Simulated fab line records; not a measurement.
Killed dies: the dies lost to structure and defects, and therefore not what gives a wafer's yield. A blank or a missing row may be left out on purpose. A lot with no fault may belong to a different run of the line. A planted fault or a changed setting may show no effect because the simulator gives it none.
8D (eight disciplines) problem report, filled in by code || flow nandHarc || the parts of the form that need people (team, actions taken, sign-off) are left out

== 1. WHAT WENT WRONG ==
killedAtArray at NHARC_END_SORT_01 reads a mean of 264 on 2 wafers of 2 lots; wafers without a fault read 41 with a standard deviation of 10. That puts it +22 standard deviations away from the usual mean.
Seen first at day 30 05:19 on prober-02, wafer L590.2. The record holds 5 wafers of 2 lots with a number at this step. Rule for "out", or "out of limits": more than 4 standard deviations from the usual mean. The other wafers with a number count as sound.

== 2. WHAT IT IS, AND WHAT IT ISN'T ==
{"question": "which readings at this step", "is": "killedAtArray, killedDies", "is not": "killedAtOther, killedAtPeriphery, killedOpen, killedShort"}
{"question": "which lots", "is": "L588, L590", "is not": "-"}
{"question": "which wafers of those lots", "is": "L588.4, L590.2", "is not": "L588.1, L588.6, L590.3"}
{"question": "read on which gauges", "is": "prober-01, prober-02", "is not": "-"}
{"question": "when", "is": "from day 30 05:19", "is not": "up to then (1 sound wafer); but 2 sound wafers of L588, L590 came after"}

== 3. WHAT RULES OUT EACH SUSPECT ==
Counting: if a tool at a process step up to the reading ran every lot that is out, it stays a suspect. Sound lots after the first of them don't rule it out here, since some wafers of a struck lot are sound.
- the gauge at NHARC_END_SORT_01: ruled out. Those wafers that are out were read across 2 gauges (prober-01, prober-02).
- cvdW-02 at NHARC_A_WL_FILL_CVD_03 (deposits W, target thk 40 nm, time 279 s): kept. It ran every lot that is out, first L590 (day 26 05:55).
After counting, what remains is cvdW-02 at NHARC_A_WL_FILL_CVD_03.

== 4. THE CAUSE (what the simulator had put in) ==
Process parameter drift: cvdW-02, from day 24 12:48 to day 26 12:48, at NHARC_A_WL_FILL_CVD_03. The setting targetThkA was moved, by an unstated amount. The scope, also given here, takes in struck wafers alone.
Only this tool survived the counting.

== 5. SEQUENCE OF EFFECTS, ordered by route ==
Rows list readings where the struck wafers' mean (over those with a number) sits beyond 3 standard deviations from the usual. Only readings for which the record gives a usual standard deviation are gone through. hours: the time from each lot's start at the first step in this table that gives one to its start at this step, as a median over the lots. sigmas: the change in usual standard deviations.
{"hours": 0, "step": "NHARC_END_SORT_01", "reading": "killedAtArray", "usual": 41, "on struck wafers": 264, "change": "+223", "sigmas": "+22"}
{"hours": 0, "step": "NHARC_END_SORT_01", "reading": "killedDies", "usual": 46, "on struck wafers": 266, "change": "+220", "sigmas": "+22"}

== 6. HOW IT WOULD HAVE BEEN CAUGHT EARLIER ==
In this record the first reading out of limits at a measuring or inspecting step was taken at day 30 05:19, 137 hours after the fault began at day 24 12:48.
Of the tool readings at NHARC_A_WL_FILL_CVD_03 for which the record gives a usual standard deviation, none was out on any struck wafer, so an alarm limit of 4 standard deviations on them would not have fired.
Each of the lots that are out, 2 in all, had begun NHARC_A_WL_FILL_CVD_03 on cvdW-02 no later than day 30 05:19. A hold on the tool at that time would have spared none of them.
